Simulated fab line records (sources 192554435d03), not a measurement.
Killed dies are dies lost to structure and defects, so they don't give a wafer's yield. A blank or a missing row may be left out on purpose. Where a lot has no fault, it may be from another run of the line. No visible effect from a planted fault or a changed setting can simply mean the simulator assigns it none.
Lot-split experiment	flow n5_finfet	21 wafers read across 7 lots, on a route 1938 steps long

ON THE SPLIT
At N5_BEOL_M2_DESCUM_33 (chemistry O2, time 7 s), the setting time_s was moved away from the recipe's 7 s on 6 of the 21 wafers read, by -9.7% to +15.7%. For the rest of the wafers, this setting stayed at what the recipe calls for.

No step appears in the file between the split and the reading.

THE READING
CAR-EUV_of_BEOL_M2_COAT_22.thk_nm (the simulator's own value, which no gauge read), in nm, at N5_BEOL_M2_ETCH_77 (etches underlayer in N2/H2, target depth 6.5 nm, time 5.2 s). The file gives no usual value for it. Here, 15 wafers ran the recipe; their average is 20.4 nm with a standard deviation of 0.15 nm.

wafer	tool, chamber at the split	time_s as run, s	against the recipe	CAR-EUV_of_BEOL_M2_COAT_22.thk_nm, nm	against lot-mates on the recipe
L079.1	rie_diel-02, 3	6.318	-9.7%	20.6	+0.3
L079.2	rie_diel-02, 2,3	7	recipe	20.4	-
L079.5	rie_diel-02, 2,3	7	recipe	20.2	-
L090.1	rie_diel-06, 2,0,0	7	recipe	20.2	-
L090.3	rie_diel-06, 2,0,0	7	recipe	20.2	-
L090.5	rie_diel-06, 2,0,0	7	recipe	20.2	-
L088.2	rie_diel-02, 0,1	8.096	+15.7%	20	-0.6
L088.4	rie_diel-02, 0,1	8.096	+15.7%	19.8	-0.8
L088.6	rie_diel-02, 2	7	recipe	20.6	-
L094.1	rie_diel-02, 2	7	recipe	20.4	-
L094.4	rie_diel-02, 3	7	recipe	20.4	-
L094.6	rie_diel-02, 3	7	recipe	20.2	-
L092.1	rie_diel-05, 0,2	7.8	+11.4%	20	-0.6
L092.2	rie_diel-05, 0,2	7.8	+11.4%	20	-0.6
L092.3	rie_diel-05, 3	7	recipe	20.6	-
L096.1	rie_diel-06, 3	7	recipe	20.6	-
L096.3	rie_diel-06, 1	7.553	+7.9%	20.4	-0.1
L096.6	rie_diel-06, 3	7	recipe	20.4	-
L095.1	rie_diel-02, 2	7	recipe	20.4	-
L095.2	rie_diel-02, 0,1	7	recipe	20.4	-
L095.6	rie_diel-02, 0,1	7	recipe	20.2	-
Where a row lists several chambers, the file gives one row for several wafers and doesn't say which wafer went through which chamber.

FIT RESULTS
A straight line over all 21 wafers: CAR-EUV_of_BEOL_M2_COAT_22.thk_nm changes by -0.0273 nm for each +1% of time_s; r = -0.76; the points scatter about the line by 0.15 nm.
The same after taking each lot's own level away (the mean of its wafers on the recipe; 21 wafers): -0.0429 nm for each +1%; r = -0.93; scatter 0.1 nm.
That fit puts the effect of the largest move of time_s on the reading at 0.67 nm.
The span of the lots' own levels, 20.20 to 20.60 nm, comes to 2.7 times the standard deviation stated above.
So the lot-to-lot level blurs the effect unless lot-mates are compared.
Check: with one of the wafers moved furthest among these (+15.7%) left out of the fit, the line predicts -0.708 nm for it against its lot-mates. It came out at -0.6 nm against them.

ADDITIONAL SPLITS CARRIED BY THESE WAFERS
Other splits were also applied to these wafers ahead of the reading. Each is held against what the fit with the lots' levels taken away leaves over:
other split on the same wafers	wafers away from the commonest value	r with CAR-EUV_of_BEOL_M2_COAT_22.thk_nm (lot level and that fit taken away)
N5_BEOL_M0_SAQP_EXPOSE_37 dose_mj	7	+0.24
N5_BEOL_M1_ILD_DEP_00 time_s	4	+0.55
N5_BEOL_M1_COAT_61 spin_rpm	7	-0.13
N5_BEOL_M1_EXPOSE_25 dose_mj	9	+0.08
N5_BEOL_M1_ETCH_70 time_s	9	+0.59

THE WHOLE CHAIN: every reading that the file lists as answering this split, in the file's order
step	what it does	reading	change (the file's fit)	r (the file's)
N5_BEOL_M2_DESCUM_33	chemistry O2, time 7 s	CAR-EUV_of_BEOL_M2_COAT_22.thk_nm (the simulator's own value, which no gauge read)	-0.0365 nm for each +1% of the setting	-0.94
N5_BEOL_M2_ETCH_77	etches underlayer in N2/H2, target depth 6.5 nm, time 5.2 s	CAR-EUV_of_BEOL_M2_COAT_22.thk_nm (the simulator's own value, which no gauge read)	-0.0404 nm for each +1% of the setting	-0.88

FILE'S OWN FIT
CAR-EUV_of_BEOL_M2_COAT_22.thk_nm changes by -0.0404 nm for each +1% of time_s, r = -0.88.
